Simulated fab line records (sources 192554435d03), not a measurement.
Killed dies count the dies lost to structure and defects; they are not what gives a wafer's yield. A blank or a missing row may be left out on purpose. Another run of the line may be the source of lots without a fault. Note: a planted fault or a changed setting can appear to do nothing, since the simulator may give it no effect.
Which tool did it? || flow n5 finfet || 13 lots with 33 wafers sampled at 4 steps, on a route of 1938 steps

== WHAT EACH GAUGE READ, for each wafer ==
No reading from a measuring or inspecting step in the record can be judged against a usual standard deviation.

== WHICH TOOL RAN EACH LOT (tool, then ch and the chambers of the sampled wafers, then the start) ==
{"lot": "L671", "N5_HKMG_FIN_STRIP_88": "plasma asher-02 ch 0, day 4 09:59", "N5_PASSIVATION_AL_DEP_21": "pvd sputter-01, day 12 17:56", "N5_PASSIVATION_ETCH_54": "rie diel-01 ch 0,2, day 12 20:40", "N5_PASSIVATION_PROBE_49": "-"}
{"lot": "L673", "N5_HKMG_FIN_STRIP_88": "plasma asher-02 ch 0,1, day 4 22:52", "N5_PASSIVATION_AL_DEP_21": "pvd sputter-02, day 12 23:03", "N5_PASSIVATION_ETCH_54": "rie diel-01 ch 1,2,3, day 13 01:52", "N5_PASSIVATION_PROBE_49": "-"}
{"lot": "L675", "N5_HKMG_FIN_STRIP_88": "plasma asher-01 ch 0,1, day 5 09:54", "N5_PASSIVATION_AL_DEP_21": "pvd sputter-03, day 14 05:49", "N5_PASSIVATION_ETCH_54": "rie diel-01 ch 0,2, day 14 09:12", "N5_PASSIVATION_PROBE_49": "-"}
{"lot": "L676", "N5_HKMG_FIN_STRIP_88": "plasma asher-01 ch 1, day 5 17:01", "N5_PASSIVATION_AL_DEP_21": "pvd sputter-02, day 14 15:58", "N5_PASSIVATION_ETCH_54": "rie diel-03 ch 0,1,2, day 14 18:42", "N5_PASSIVATION_PROBE_49": "-"}
{"lot": "L678", "N5_HKMG_FIN_STRIP_88": "plasma asher-01 ch 0,1, day 6 05:02", "N5_PASSIVATION_AL_DEP_21": "pvd sputter-03, day 14 10:00", "N5_PASSIVATION_ETCH_54": "rie diel-01 ch 2, day 14 12:56", "N5_PASSIVATION_PROBE_49": "-"}
{"lot": "L679", "N5_HKMG_FIN_STRIP_88": "plasma asher-02 ch 0,1, day 6 11:33", "N5_PASSIVATION_AL_DEP_21": "pvd sputter-03, day 14 14:30", "N5_PASSIVATION_ETCH_54": "rie diel-02 ch 0,2, day 14 17:16", "N5_PASSIVATION_PROBE_49": "-"}
{"lot": "L681", "N5_HKMG_FIN_STRIP_88": "plasma asher-01 ch 0,1, day 6 23:22", "N5_PASSIVATION_AL_DEP_21": "pvd sputter-02, day 15 05:54", "N5_PASSIVATION_ETCH_54": "rie diel-01 ch 1,2, day 15 09:25", "N5_PASSIVATION_PROBE_49": "-"}
{"lot": "L682", "N5_HKMG_FIN_STRIP_88": "plasma asher-01 ch 1, day 7 07:34", "N5_PASSIVATION_AL_DEP_21": "pvd sputter-01, day 15 05:54", "N5_PASSIVATION_ETCH_54": "rie diel-01 ch 2,3, day 15 08:49", "N5_PASSIVATION_PROBE_49": "-"}
{"lot": "L683", "N5_HKMG_FIN_STRIP_88": "plasma asher-01 ch 0,1, day 7 11:29", "N5_PASSIVATION_AL_DEP_21": "pvd sputter-01, day 15 09:54", "N5_PASSIVATION_ETCH_54": "rie diel-01 ch 1,2, day 15 12:59", "N5_PASSIVATION_PROBE_49": "prober-02, day 15 15:50"}
{"lot": "L687", "N5_HKMG_FIN_STRIP_88": "plasma asher-02 ch 0,1, day 8 13:07", "N5_PASSIVATION_AL_DEP_21": "pvd sputter-02, day 17 15:16", "N5_PASSIVATION_ETCH_54": "rie diel-03 ch 1,2, day 17 18:03", "N5_PASSIVATION_PROBE_49": "-"}
{"lot": "L689", "N5_HKMG_FIN_STRIP_88": "plasma asher-01 ch 0, day 9 00:46", "N5_PASSIVATION_AL_DEP_21": "pvd sputter-03, day 17 02:22", "N5_PASSIVATION_ETCH_54": "rie diel-02 ch 1,2, day 17 05:19", "N5_PASSIVATION_PROBE_49": "prober-01, day 17 08:15"}
{"lot": "L691", "N5_HKMG_FIN_STRIP_88": "plasma asher-02 ch 0,1, day 9 17:02", "N5_PASSIVATION_AL_DEP_21": "pvd sputter-01, day 17 05:40", "N5_PASSIVATION_ETCH_54": "rie diel-02 ch 0,1, day 17 08:23", "N5_PASSIVATION_PROBE_49": "prober-02, day 17 11:18"}
{"lot": "L692", "N5_HKMG_FIN_STRIP_88": "plasma asher-02 ch 0,1, day 9 18:38", "N5_PASSIVATION_AL_DEP_21": "pvd sputter-01, day 18 08:01", "N5_PASSIVATION_ETCH_54": "rie diel-01 ch 0,3, day 18 10:50", "N5_PASSIVATION_PROBE_49": "-"}
- N5_HKMG_FIN_STRIP_88: strips in N2/H2, time 360 s.
- N5_PASSIVATION_AL_DEP_21: deposits Al, target thk 2800 nm, time 170 s.
- N5_PASSIVATION_ETCH_54: etches SiO2 in CHF3/O2, target depth 880 nm, time 440 s.
- N5_PASSIVATION_PROBE_49

== WHAT THE TOOLS THEMSELVES READ (means of the sampled wafers that have a number; where no wafer has one, the mark that the record gives instead) ==
N5_HKMG_FIN_STRIP_88. Usual: drypump motor current A 5.7 A, standard deviation 0.47; heater power w 512 W, standard deviation 40; n2 flow sccm 1751 sccm, standard deviation 5.2.
{"lot": "L671", "tool": "plasma asher-02", "drypump motor current A (A)": 5.7, "heater power w (W)": 480, "n2 flow sccm (sccm)": 1748, "flag": ""}
{"lot": "L673", "tool": "plasma asher-02", "drypump motor current A (A)": 6.1, "heater power w (W)": 487, "n2 flow sccm (sccm)": 1751, "flag": ""}
{"lot": "L675", "tool": "plasma asher-01", "drypump motor current A (A)": 5.1, "heater power w (W)": 551, "n2 flow sccm (sccm)": 1749, "flag": ""}
{"lot": "L676", "tool": "plasma asher-01", "drypump motor current A (A)": 5.5, "heater power w (W)": 505, "n2 flow sccm (sccm)": 1751, "flag": ""}
{"lot": "L678", "tool": "plasma asher-01", "drypump motor current A (A)": 5.2, "heater power w (W)": 553, "n2 flow sccm (sccm)": 1747, "flag": ""}
{"lot": "L679", "tool": "plasma asher-02", "drypump motor current A (A)": 6.0, "heater power w (W)": 488, "n2 flow sccm (sccm)": 1749, "flag": ""}
{"lot": "L681", "tool": "plasma asher-01", "drypump motor current A (A)": 5.2, "heater power w (W)": 552, "n2 flow sccm (sccm)": 1755, "flag": ""}
{"lot": "L682", "tool": "plasma asher-01", "drypump motor current A (A)": 5.5, "heater power w (W)": 512, "n2 flow sccm (sccm)": 1746, "flag": ""}
{"lot": "L683", "tool": "plasma asher-01", "drypump motor current A (A)": 5.2, "heater power w (W)": 549, "n2 flow sccm (sccm)": 1756, "flag": ""}
{"lot": "L687", "tool": "plasma asher-02", "drypump motor current A (A)": 6.0, "heater power w (W)": 490, "n2 flow sccm (sccm)": 1752, "flag": ""}
{"lot": "L689", "tool": "plasma asher-01", "drypump motor current A (A)": 5.0, "heater power w (W)": 584, "n2 flow sccm (sccm)": 1753, "flag": ""}
{"lot": "L691", "tool": "plasma asher-02", "drypump motor current A (A)": 5.9, "heater power w (W)": 477, "n2 flow sccm (sccm)": 1748, "flag": ""}
{"lot": "L692", "tool": "plasma asher-02", "drypump motor current A (A)": 5.9, "heater power w (W)": 486, "n2 flow sccm (sccm)": 1752, "flag": ""}

N5_PASSIVATION_AL_DEP_21. Usual: cathode dc power W 30000 W, standard deviation 5.6; throttle valve pct 30.3 %, standard deviation 1.
{"lot": "L671", "tool": "pvd sputter-01", "cathode dc power W (W)": 29998, "throttle valve pct (%)": 29.2, "flag": ""}
{"lot": "L673", "tool": "pvd sputter-02", "cathode dc power W (W)": 30001, "throttle valve pct (%)": 30.5, "flag": ""}
{"lot": "L675", "tool": "pvd sputter-03", "cathode dc power W (W)": 30006, "throttle valve pct (%)": 31.5, "flag": ""}
{"lot": "L676", "tool": "pvd sputter-02", "cathode dc power W (W)": 29997, "throttle valve pct (%)": 29.8, "flag": ""}
{"lot": "L678", "tool": "pvd sputter-03", "cathode dc power W (W)": 30000, "throttle valve pct (%)": 30.8, "flag": ""}
{"lot": "L679", "tool": "pvd sputter-03", "cathode dc power W (W)": 30004, "throttle valve pct (%)": 30.4, "flag": ""}
{"lot": "L681", "tool": "pvd sputter-02", "cathode dc power W (W)": 30001, "throttle valve pct (%)": 29.6, "flag": ""}
{"lot": "L682", "tool": "pvd sputter-01", "cathode dc power W (W)": 30002, "throttle valve pct (%)": 29.3, "flag": ""}
{"lot": "L683", "tool": "pvd sputter-01", "cathode dc power W (W)": 30006, "throttle valve pct (%)": 30.2, "flag": ""}
{"lot": "L687", "tool": "pvd sputter-02", "cathode dc power W (W)": 30000, "throttle valve pct (%)": 31.0, "flag": ""}
{"lot": "L689", "tool": "pvd sputter-03", "cathode dc power W (W)": 29998, "throttle valve pct (%)": 30.2, "flag": ""}
{"lot": "L691", "tool": "pvd sputter-01", "cathode dc power W (W)": 30005, "throttle valve pct (%)": 29.3, "flag": ""}
{"lot": "L692", "tool": "pvd sputter-01", "cathode dc power W (W)": 29998, "throttle valve pct (%)": 29.5, "flag": ""}

N5_PASSIVATION_ETCH_54. Usual: O2_flow_sccm 5.002 sccm, standard deviation 0.014; drypump motor current A 5.7 A, standard deviation 0.42; oes product au 0.80 a.u., standard deviation 0.08; rf fwd power W 649.1 W, standard deviation 2.2; rf vpp V 527 V, standard deviation 21; showerhead plenum p Torr 2.45 Torr, standard deviation 0.082; throttle valve pct 18.78 %, standard deviation 0.23.
{"lot": "L671", "tool": "rie diel-01", "O2_flow_sccm (sccm)": 5.018, "drypump motor current A (A)": 5.4, "oes product au (a.u.)": 0.76, "rf fwd power W (W)": 648.8, "rf vpp V (V)": 514, "showerhead plenum p Torr (Torr)": 2.41, "throttle valve pct (%)": 18.75, "flag": ""}
{"lot": "L673", "tool": "rie diel-01", "O2_flow_sccm (sccm)": 5.005, "drypump motor current A (A)": 5.6, "oes product au (a.u.)": 0.73, "rf fwd power W (W)": 647.5, "rf vpp V (V)": 517, "showerhead plenum p Torr (Torr)": 2.39, "throttle valve pct (%)": 18.92, "flag": ""}
{"lot": "L675", "tool": "rie diel-01", "O2_flow_sccm (sccm)": 5.009, "drypump motor current A (A)": 5.6, "oes product au (a.u.)": 0.72, "rf fwd power W (W)": 647.6, "rf vpp V (V)": 525, "showerhead plenum p Torr (Torr)": 2.42, "throttle valve pct (%)": 18.83, "flag": ""}
{"lot": "L676", "tool": "rie diel-03", "O2_flow_sccm (sccm)": 4.987, "drypump motor current A (A)": 5.7, "oes product au (a.u.)": 0.82, "rf fwd power W (W)": 647.5, "rf vpp V (V)": 534, "showerhead plenum p Torr (Torr)": 2.42, "throttle valve pct (%)": 18.57, "flag": ""}
{"lot": "L678", "tool": "rie diel-01", "O2_flow_sccm (sccm)": 4.997, "drypump motor current A (A)": 5.1, "oes product au (a.u.)": 0.81, "rf fwd power W (W)": 646.5, "rf vpp V (V)": 480, "showerhead plenum p Torr (Torr)": 2.32, "throttle valve pct (%)": 18.57, "flag": ""}
{"lot": "L679", "tool": "rie diel-02", "O2_flow_sccm (sccm)": 5.012, "drypump motor current A (A)": 5.2, "oes product au (a.u.)": 0.86, "rf fwd power W (W)": 649.2, "rf vpp V (V)": 522, "showerhead plenum p Torr (Torr)": 2.55, "throttle valve pct (%)": 18.79, "flag": ""}
{"lot": "L681", "tool": "rie diel-01", "O2_flow_sccm (sccm)": 5.004, "drypump motor current A (A)": 5.7, "oes product au (a.u.)": 0.73, "rf fwd power W (W)": 650.4, "rf vpp V (V)": 513, "showerhead plenum p Torr (Torr)": 2.36, "throttle valve pct (%)": 18.82, "flag": ""}
{"lot": "L682", "tool": "rie diel-01", "O2_flow_sccm (sccm)": 5.000, "drypump motor current A (A)": 5.5, "oes product au (a.u.)": 0.89, "rf fwd power W (W)": 649.9, "rf vpp V (V)": 511, "showerhead plenum p Torr (Torr)": 2.40, "throttle valve pct (%)": 18.73, "flag": ""}
{"lot": "L683", "tool": "rie diel-01", "O2_flow_sccm (sccm)": 4.999, "drypump motor current A (A)": 5.6, "oes product au (a.u.)": 0.75, "rf fwd power W (W)": 651.2, "rf vpp V (V)": 505, "showerhead plenum p Torr (Torr)": 2.34, "throttle valve pct (%)": 18.77, "flag": ""}
{"lot": "L687", "tool": "rie diel-03", "O2_flow_sccm (sccm)": 5.007, "drypump motor current A (A)": 5.9, "oes product au (a.u.)": 0.75, "rf fwd power W (W)": 648.5, "rf vpp V (V)": 528, "showerhead plenum p Torr (Torr)": 2.36, "throttle valve pct (%)": 18.63, "flag": ""}
{"lot": "L689", "tool": "rie diel-02", "O2_flow_sccm (sccm)": 4.993, "drypump motor current A (A)": 5.6, "oes product au (a.u.)": 0.82, "rf fwd power W (W)": 649.4, "rf vpp V (V)": 530, "showerhead plenum p Torr (Torr)": 2.54, "throttle valve pct (%)": 18.80, "flag": ""}
{"lot": "L691", "tool": "rie diel-02", "O2_flow_sccm (sccm)": 4.985, "drypump motor current A (A)": 5.6, "oes product au (a.u.)": 0.85, "rf fwd power W (W)": 647.5, "rf vpp V (V)": 541, "showerhead plenum p Torr (Torr)": 2.53, "throttle valve pct (%)": 18.64, "flag": ""}
{"lot": "L692", "tool": "rie diel-01", "O2_flow_sccm (sccm)": 5.012, "drypump motor current A (A)": 5.8, "oes product au (a.u.)": 0.93, "rf fwd power W (W)": 649.9, "rf vpp V (V)": 545, "showerhead plenum p Torr (Torr)": 2.46, "throttle valve pct (%)": 18.71, "flag": ""}

N5_PASSIVATION_PROBE_49. Usual: defect limited yield 91.5 %, standard deviation 1.5; killed_at_M0_to_M3 33, standard deviation 9.9; killed_at_M4_up 14, standard deviation 5.2; killed at contacts 11, standard deviation 5.2; killed at front end 38, standard deviation 10; killed at other 4, standard deviation 3.5; killed dies 100, standard deviation 18; killed open 66, standard deviation 14; killed short 32, standard deviation 6.9; sort_bin_5_function 5.0 %, standard deviation 1; sort_bin_6_memory 3.1 %, standard deviation 0.69; sort_bin_8_speed 0.03 %, standard deviation 0.26; sort n pass 1080, standard deviation 18; sort yield pct 91.5 %, standard deviation 1.5.
{"lot": "L683", "tool": "prober-02", "defect limited yield (%)": 92.8, "killed_at_M0_to_M3": 36, "killed_at_M4_up": 12, "killed at contacts": 5, "killed at front end": 30, "killed at other": 2, "killed dies": 84, "killed open": 56, "killed short": 25, "sort_bin_5_function (%)": 3.5, "sort_bin_6_memory (%)": 3.0, "sort_bin_8_speed (%)": 0.00, "sort n pass": 1096, "sort yield pct (%)": 92.8, "flag": ""}
{"lot": "L689", "tool": "prober-01", "defect limited yield (%)": 78.7, "killed_at_M0_to_M3": 32, "killed_at_M4_up": 14, "killed at contacts": 16, "killed at front end": 188, "killed at other": 2, "killed dies": 252, "killed open": 76, "killed short": 36, "sort_bin_5_function (%)": 13.4, "sort_bin_6_memory (%)": 4.9, "sort_bin_8_speed (%)": 0.00, "sort n pass": 928, "sort yield pct (%)": 78.7, "flag": "OFF"}
{"lot": "L691", "tool": "prober-02", "defect limited yield (%)": 90.8, "killed_at_M0_to_M3": 45, "killed_at_M4_up": 22, "killed at contacts": 11, "killed at front end": 29, "killed at other": 1, "killed dies": 108, "killed open": 78, "killed short": 29, "sort_bin_5_function (%)": 5.5, "sort_bin_6_memory (%)": 3.6, "sort_bin_8_speed (%)": 0.00, "sort n pass": 1072, "sort yield pct (%)": 90.8, "flag": ""}

== THE ANSWER, worked out from the rows above alone ==
Rule: a lot counts as off when the mean over its wafers that have a number is more than 3 standard deviations away from the usual mean. Also off: a lot with no number at a reading for which 4 or more lots have one. All remaining lots with rows at the step are treated as sound. First the gauges in route order, then the tools' own readings, where a lot's mean is used as printed above. At the first step where some lot is off, the reading lying furthest off is the one used; lots without a number count as furthest.
Off: L689 (N5_PASSIVATION_PROBE_49, killed at front end). Neither off nor sound, because the step has no rows for them: L671, L673, L675, L676, L678, L679, L681, L682, L687, L692.
A tool fits if, at that step or a process step before it, it ran every lot that is off, and no sound lot after the first of them. Can't be told from this: 3 tools fit, plasma asher-01 at N5_HKMG_FIN_STRIP_88, pvd sputter-03 at N5_PASSIVATION_AL_DEP_21, prober-01 at N5_PASSIVATION_PROBE_49.

== WHAT WAS PUT IN BY THE SIMULATOR ==
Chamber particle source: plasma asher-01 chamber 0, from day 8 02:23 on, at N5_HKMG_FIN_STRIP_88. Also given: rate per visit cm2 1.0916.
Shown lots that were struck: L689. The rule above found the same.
